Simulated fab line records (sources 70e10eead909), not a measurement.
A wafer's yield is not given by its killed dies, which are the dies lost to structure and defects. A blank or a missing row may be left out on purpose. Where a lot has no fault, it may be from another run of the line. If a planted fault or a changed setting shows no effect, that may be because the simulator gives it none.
fab line records ; flow nand-harc
[record] lots = 14; wafers = 42; last-day = 34
route steps=1302 shown A_ZERO_WELL@405 A_ONON_D1@442 END@1302
lots that met no fault: taken from a fault-free run of the same line
start-h: start of the lot's first displayed wafer, in hours after the record's first day ; wait-h: hours since the lot's step before ; " unchanged from the row above ; L1.1+2: several wafers, shown together as one row ; - value missing, or start not given ; * or withheld: withheld ; < > ~ a bound
route shown NAME@n: names a module that has steps shown in the file, with the first one's number in the route ; usual: average and standard deviation across the fault-free wafers ; same: alike in all rows ; chamber/n: place in a boat ; sites: the reading at each site ; _std_site: the values' standard deviation ; _edge_site: mean of outer sites minus mean of inner sites ; radius-mm: for every site, how far away it sits from the centre of the wafer ; mask NAME#n: copy n ; behind: tool/chamber where the wafer was last shaped ; hold: reason for holding the lot/hours on hold/outcome of the hold ; device: the transistor (n, p or np) that didn't switch ; end of line: the same wafers' tests at the end of the route ; a step without rows: its recipe alone ; killed: at the first sort, the dies lost to defects and structure; wafer yield is something else ; map: the dies of a wafer, with x for killed, . for not killed, _ for no die there
set.NAME: the run value of the setting; set.NAME@STEP: its run value at that earlier step ; model.NAME: the simulator's own value behind a step, which no gauge read
steps of the route over a sample of lots; a table a step, a row a wafer
services: when a tool's chamber went out of use (start-h, in hours from the record's first day, below 0 if earlier), for how many hours, and the reason
[[steps]]
[step NHARC_A_ZERO_WELL_ETCH_13]
[recipe] target-depth-a = 1200; time-s = 40.1; hbr-flow-sccm = 150; cl2-flow-sccm = 50; rf-w = 400; icp-w = 400; bias-w = 100; chemistry = HBr/Cl2
[usual] drypump-motor-current-A = 5.8/0.45; he-backside-leak-sccm = 2.70/0.23; oes-product-au = 1.002/0.0093; throttle-valve-pct = 26.404/0.0094
[same] time-s = 40.1
lot.wafer;tool;chamber;start-h;wait-h;drypump-motor-current-A;he-backside-leak-sccm;oes-product-au;rf-hours-counter-h;throttle-valve-pct
L646.2;rie-si-01;0;143.34;-;6.0;2.28;1.011;0.6;26.407
L646.1;rie-si-01;1;143.34;-;5.5;2.82;0.998;0.6;26.410
L646.5;rie-si-01;1;143.34;-;5.4;2.74;1.003;-;26.404
L647.3;rie-si-02;0;149.57;-;6.2;3.07;1.007;0.3;26.401
L647.6;rie-si-02;2;149.57;-;6.0;2.43;1.017;-;26.386
L647.5;rie-si-02;3;149.57;-;5.4;2.90;0.992;-;26.411
L651.3;rie-si-04;2;183.50;-;6.0;2.94;0.999;0.1;26.409
L651.4;rie-si-04;3;183.50;-;6.6;2.65;0.991;0.1;26.396
L651.5;rie-si-04;2;183.50;-;6.0;2.94;1.004;-;26.398
L650.2;rie-si-01;2;183.85;-;5.8;2.84;0.993;1.0;26.398
L650.4;rie-si-01;3;183.85;-;5.4;2.52;0.992;1.0;26.417
L650.5;rie-si-01;2;183.85;-;5.8;2.67;0.988;-;26.420
L653.1;rie-si-02;1;215.96;-;4.9;2.42;1.007;0.8;26.412
L653.4;rie-si-02;2;215.96;-;6.0;2.59;1.024;0.6;26.405
L653.3;rie-si-02;3;215.96;-;5.4;3.02;1.007;0.6;26.406
L654.1;rie-si-04;3;218.26;-;6.6;2.81;0.989;0.3;26.395
L654.5;rie-si-04;1;218.26;-;6.7;2.86;1.005;-;26.412
L654.6;rie-si-04;2;218.26;-;6.0;3.12;1.004;-;26.381
L657.1;rie-si-01;1;253.53;-;5.5;2.91;0.999;0.3;26.407
L657.3;rie-si-01;0;253.53;-;6.0;2.37;1.012;0.3;26.414
L657.5;rie-si-01;1;253.53;-;5.5;2.79;0.997;-;26.400
L658.1;rie-si-01;0;266.77;-;6.0;2.40;1.010;0.3;26.395
L658.4;rie-si-01;3;266.77;-;5.4;2.64;0.980;0.4;26.401
L658.5;rie-si-01;1;266.77;-;5.5;2.61;0.998;-;26.401
L659.1;rie-si-04;2;289.03;-;6.0;3.15;0.993;0.8;26.404
L659.3;rie-si-04;3;289.03;-;6.6;2.54;0.994;0.7;26.402
L659.2;rie-si-04;0;289.03;-;5.0;2.83;0.986;0.8;26.392
L661.3;rie-si-01;0;308.02;-;6.0;2.40;1.004;0.5;26.397
L661.6;rie-si-01;0;308.02;-;6.0;2.41;1.005;-;26.402
L661.5;rie-si-01;1;308.02;-;5.5;2.85;1.000;-;26.412
L665.4;rie-si-01;1;343.31;-;5.5;2.86;0.996;0.8;26.416
L665.2;rie-si-01;2;343.31;-;5.8;2.57;0.989;0.8;26.410
L665.6;rie-si-01;0;343.31;-;6.0;2.31;1.003;-;26.399
L667.3;rie-si-01;0;349.37;-;6.0;2.33;1.006;0.9;26.415
L667.4;rie-si-01;1;349.37;-;5.5;2.82;1.001;0.9;26.404
L667.1;rie-si-01;3;349.37;-;5.4;2.59;0.999;0.9;26.412
L668.4;rie-si-02;2;361.34;-;6.1;2.54;1.017;0.5;26.408
L668.1;rie-si-02;0;361.34;-;6.1;2.80;1.002;0.4;26.396
L668.6;rie-si-02;1;361.34;-;4.9;2.48;1.002;-;26.421
L669.1;rie-si-04;3;376.26;-;6.6;2.71;1.009;0.2;26.406
L669.2;rie-si-04;0;376.26;-;5.0;2.77;1.019;0.1;26.407
L669.5;rie-si-04;1;376.26;-;6.7;3.01;0.999;-;26.411
[step NHARC_A_ONON_D1_DEP_25]
[recipe] target-thk-a = 10000; n2-flow-sccm = 2750; n2o-flow-sccm = 2000; nh3-flow-sccm = 500; sih4-flow-sccm = 210; temp-c = 400
lot.wafer;tool;chamber;start-h;wait-h
L646.1+2+5;pecvd-onon-04;0;178.24;0.1
L647.3+5+6;pecvd-onon-04;0;182.65;0.2
L650.2+4+5;pecvd-onon-04;0;216.84;0.1
L651.3+4+5;pecvd-onon-03;0;216.88;0.2
L653.1+3+4;pecvd-onon-02;0;250.98;0.1
L654.1+5+6;pecvd-onon-04;0;250.99;0.1
L657.1+3+5;pecvd-onon-03;0;289.16;0.1
L658.1+4+5;pecvd-onon-02;0;299.56;0.1
L659.1+2+3;pecvd-onon-02;0;320.95;0.1
L661.3+5+6;pecvd-onon-04;0;341.04;0.2
L665.2+4+6;pecvd-onon-03;0;376.14;0.1
L667.1+3+4;pecvd-onon-03;0;384.55;0.1
L668.1+4+6;pecvd-onon-02;0;393.78;0.1
L669.1+2+5;pecvd-onon-02;0;410.54;0.1
[step NHARC_A_ONON_D1_THK_MEAS_27]
[recipe] thk-meas-gauge = ellipsometry
[usual] thk-nm = 1002/8.3
lot.wafer;tool;chamber;start-h;wait-h;thk-nm
L646.1;film-metro-02;-;178.76;-;1005
L646.2;film-metro-02;-;178.76;-;1007
L646.5;film-metro-02;-;178.76;-;1008
L647.3;film-metro-02;-;183.05;-;994
L647.5;film-metro-02;-;183.05;-;997
L647.6;film-metro-02;-;183.05;-;995
L651.3;film-metro-01;-;217.27;-;1001
L651.4;film-metro-01;-;217.27;-;1002
L651.5;film-metro-01;-;217.27;-;1002
L650.2;film-metro-02;-;217.29;-;1000
L650.4;film-metro-02;-;217.29;-;998
L650.5;film-metro-02;-;217.29;-;997
L653.1;film-metro-01;-;251.49;-;1004
L653.3;film-metro-01;-;251.49;-;1004
L653.4;film-metro-01;-;251.49;-;1005
L654.1;film-metro-02;-;251.50;-;999
L654.5;film-metro-02;-;251.50;-;998
L654.6;film-metro-02;-;251.50;-;1001
L657.1;film-metro-01;-;289.67;-;995
L657.3;film-metro-01;-;289.67;-;994
L657.5;film-metro-01;-;289.67;-;994
L658.1;film-metro-01;-;300.07;-;998
L658.4;film-metro-01;-;300.07;-;996
L658.5;film-metro-01;-;300.07;-;996
L659.1;film-metro-01;-;321.46;-;997
L659.2;film-metro-01;-;321.46;-;997
L659.3;film-metro-01;-;321.46;-;998
L661.3;film-metro-02;-;341.43;-;1014
L661.5;film-metro-02;-;341.43;-;1015
L661.6;film-metro-02;-;341.43;-;1014
L665.2;film-metro-01;-;376.59;-;1802
L665.4;film-metro-01;-;376.59;-;1802
L665.6;film-metro-01;-;376.59;-;1801
L667.1;film-metro-01;-;385.06;-;1816
L667.3;film-metro-01;-;385.06;-;1816
L667.4;film-metro-01;-;385.06;-;1817
L668.1;film-metro-01;-;394.29;-;1005
L668.4;film-metro-01;-;394.29;-;1007
L668.6;film-metro-01;-;394.29;-;1007
L669.1;film-metro-01;-;411.05;-;1004
L669.2;film-metro-01;-;411.05;-;1004
L669.5;film-metro-01;-;411.05;-;1005
[step NHARC_END_SORT_01]
[recipe] temp-c = 25
[usual] killed-at-array = 55/17; killed-at-other = 1.1/1.6; killed-at-periphery = 3.8/2.5; killed-dies = 60/18; killed-open = 3.3/1.9; killed-short = 2.5/1.7
[same] gross-dies = 677
lot.wafer;tool;chamber;start-h;wait-h;killed-at-array;killed-at-other;killed-at-periphery;killed-dies;killed-open;killed-short
L658.1;prober-02;0;686.86;2.5;77;2;3;82;5;7
L658.4;prober-02;0;689.28;3.4;65;0;5;70;1;0
L658.5;prober-02;0;690.09;3.7;65;0;2;67;1;3
L659.1;prober-02;0;715.54;2.5;68;1;3;72;1;3
L659.2;prober-02;0;716.34;2.8;65;0;6;71;1;5
L659.3;prober-02;0;717.14;3.1;58;0;4;62;0;2
L667.1;prober-01;0;764.44;2.5;671;5;1;677;6;4
L667.4;prober-01;0;766.86;3.4;668;4;5;677;2;0
L665.2;prober-01;0;773.06;2.8;672;1;4;677;1;1
L665.4;prober-01;0;774.67;3.4;674;1;2;677;3;2
L668.1;prober-01;0;800.45;2.5;49;0;3;52;3;2
L668.4;prober-01;0;802.80;3.3;61;0;1;62;3;3
L668.6;prober-01;0;804.36;3.9;65;1;6;72;4;3
// killed by level:class
L658.1 A_SLIT:chamber-film-flake=33 A_CHANNEL_HOLE_D2:chamber-film-flake=16 A_CONTACT:chamber-film-flake=7 A_CHANNEL_HOLE_D1:chamber-film-flake=6 A_ONON_D2:geometric-particle:open=2 A_WL_FILL:geometric-particle:short=2 A_SGD_CUT:chamber-film-flake=2 THIN_TSV:chamber-film-flake=2
L658.4 A_SLIT:chamber-film-flake=34 A_CHANNEL_HOLE_D2:chamber-film-flake=14 A_CONTACT:chamber-film-flake=8 P_ZERO_WELL:chamber-film-flake=4 A_M0:chamber-film-flake=3 A_CHANNEL_FILL_D2:chamber-film-flake=2 A_CONTACT:geometric-particle:open=1 P_CONTACT:chamber-film-flake=1
L658.5 A_SLIT:chamber-film-flake=30 A_CHANNEL_HOLE_D2:chamber-film-flake=19 A_CHANNEL_HOLE_D1:chamber-film-flake=4 A_SGD_CUT:chamber-film-flake=3 A_STAIRCASE:chamber-film-flake=2 A_CONTACT:chamber-film-flake=2 A_ONON_D1:geometric-particle:short=1 A_CHANNEL_FILL_D1:geometric-particle:short=1
L659.1 A_CHANNEL_HOLE_D1:chamber-film-flake=31 A_CHANNEL_HOLE_D2:chamber-film-flake=19 A_CONTACT:chamber-film-flake=6 A_STAIRCASE:chamber-film-flake=4 P_STI:chamber-film-flake=3 A_SLIT:chamber-film-flake=3 A_CHANNEL_FILL_D1:geometric-particle:open=1 A_CHANNEL_FILL_D1:geometric-particle:short=1
L659.2 A_CHANNEL_HOLE_D1:chamber-film-flake=32 A_CHANNEL_HOLE_D2:chamber-film-flake=12 A_CONTACT:chamber-film-flake=8 A_SLIT:chamber-film-flake=5 P_STI:chamber-film-flake=3 A_DECK1_JOINT:chamber-film-flake=3 P_M0:geometric-particle:open=1 A_DECK1_JOINT:geometric-particle:short=1
L659.3 A_CHANNEL_HOLE_D1:chamber-film-flake=25 A_CHANNEL_HOLE_D2:chamber-film-flake=23 A_STAIRCASE:chamber-film-flake=4 P_M2:chamber-film-flake=2 A_CONTACT:chamber-film-flake=2 P_M0:geometric-particle:short=1 A_CHANNEL_FILL_D1:geometric-particle:short=1 P_GATE:chamber-film-flake=1
L667.1 A_ONON_D1:area-dep=606 A_CONTACT:chamber-film-flake=16 A_CHANNEL_HOLE_D2:chamber-film-flake=15 A_CHANNEL_HOLE_D1:chamber-film-flake=14 A_SLIT:chamber-film-flake=11 THIN_TSV:chamber-film-flake=5 A_CHANNEL_FILL_D2:geometric-particle:short=2 A_CHANNEL_FILL_D2:geometric-particle:open=2
L667.4 A_ONON_D1:area-dep=605 A_CHANNEL_HOLE_D2:chamber-film-flake=20 A_CHANNEL_HOLE_D1:chamber-film-flake=13 A_CONTACT:chamber-film-flake=13 A_SLIT:chamber-film-flake=11 P_M0:chamber-film-flake=4 THIN_TSV:chamber-film-flake=4 A_STAIRCASE:chamber-film-flake=2
L665.2 A_ONON_D1:area-dep=632 A_SLIT:chamber-film-flake=23 A_CHANNEL_HOLE_D1:chamber-film-flake=11 P_GATE:chamber-film-flake=2 A_WL_FILL:chamber-film-flake=2 A_M0:chamber-film-flake=2 P_CONTACT:geometric-particle:open=1 A_DECK1_JOINT:geometric-particle:short=1
L665.4 A_ONON_D1:area-dep=632 A_SLIT:chamber-film-flake=23 A_CHANNEL_HOLE_D1:chamber-film-flake=12 A_CHANNEL_FILL_D1:geometric-particle:open=1 A_DECK1_JOINT:geometric-particle:open=1 A_CHANNEL_FILL_D2:geometric-particle:open=1 A_BLC:geometric-particle:short=1 STARTING-WAFER:geometric-particle:short=1
L668.1 A_SLIT:chamber-film-flake=21 A_CHANNEL_HOLE_D1:chamber-film-flake=12 A_CONTACT:chamber-film-flake=6 A_DECK1_JOINT:chamber-film-flake=3 P_GATE:chamber-film-flake=2 P_M2:geometric-particle:open=1 A_ONON_D1:geometric-particle:open=1 A_ONON_D1:geometric-particle:short=1
L668.4 A_SLIT:chamber-film-flake=36 A_CHANNEL_HOLE_D1:chamber-film-flake=10 A_CONTACT:chamber-film-flake=8 A_ONON_D2:geometric-particle:short=2 A_ONON_D2:geometric-particle:open=1 A_CHANNEL_FILL_D2:geometric-particle:short=1 A_CONTACT:geometric-particle:open=1 A_BLC:geometric-particle:open=1
L668.6 A_SLIT:chamber-film-flake=30 A_CONTACT:chamber-film-flake=15 A_CHANNEL_HOLE_D1:chamber-film-flake=10 P_GATE:chamber-film-flake=5 A_ZERO_WELL:chamber-film-flake=2 P_M0:geometric-particle:short=1 A_SOURCE_PLATE:geometric-particle:open=1 A_ONON_D1:geometric-particle:open=1
[[services]]
tool;chamber;start-h;hours;kind
pecvd-onon-04;-;130.00;13.0;pm
rie-si-04;3;162.23;2.7;repair
rie-si-04;-;165.00;9.0;pm
pecvd-onon-02;-;185.00;13.0;pm
rie-si-01;-;193.00;9.0;pm
rie-si-01;0;193.00;9.0;vent-cycle
rie-si-01;1;193.00;9.0;vent-cycle
rie-si-01;2;193.00;9.0;vent-cycle
rie-si-01;3;193.00;9.0;vent-cycle
rie-si-01;0;202.00;-;clean
rie-si-01;1;202.00;-;clean
pecvd-onon-03;-;227.00;13.0;pm
rie-si-01;1;237.20;1.2;repair
rie-si-02;-;269.95;0.8;repair
rie-si-02;-;277.00;9.0;pm
pecvd-onon-04;-;311.26;13.0;pm
rie-si-04;3;314.55;7.8;repair
rie-si-02;-;317.57;0.1;repair
rie-si-04;-;342.00;9.0;pm
rie-si-01;1;363.31;14.0;repair
pecvd-onon-02;-;366.00;13.0;pm
rie-si-01;-;370.00;9.0;pm
rie-si-02;3;397.37;7.2;repair
pecvd-onon-03;-;408.00;13.0;pm
[[key]]
[first-sign] step = NHARC_A_ONON_D1_THK_MEAS_27; reading = thk-nm; direction = up; sigmas = 98; usual = 1002; struck = 1809
[effect] step = NHARC_END_SORT_01; reading = killed-at-array; direction = up; sigmas = 35; usual = 55; struck = 671
[more-kills-born-at] NHARC_A_ONON_D1_DEP_25@pecvd-onon-03 = 2475
met-at NHARC_A_ONON_D1_DEP_25
struck-lots L665,L667
rows-end L665.6,L667.3
later-rows-left-out L665.2,L665.4,L667.1,L667.4
tester-left-out L665,L667
not-acting-at NHARC_A_ZERO_WELL_ETCH_13
onset-between 289.16 376.14
[fault] kind = process-parameter-drift; tool = pecvd-onon-03; chamber = -; onset-h = 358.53; steps = NHARC_A_ONON_D1_DEP_25; channel = target-thk-a; offset = *; shape = step; acts-in = *; stated = *
// tester-left-out: of these lots the tester's yield and bins aren't shown, on N5 and GAA mostly nor the transistor test; their killed dies are dies lost to structure and defects alone, not to doping, threshold or leakage, so they don't give the yield
// later-rows-left-out: the simulator's readings of these wafers behind a module that went badly wrong aren't trusted and aren't shown, but for the sort
// rows-end: these wafers met a further fault down the route, and their rows from its step on are left out
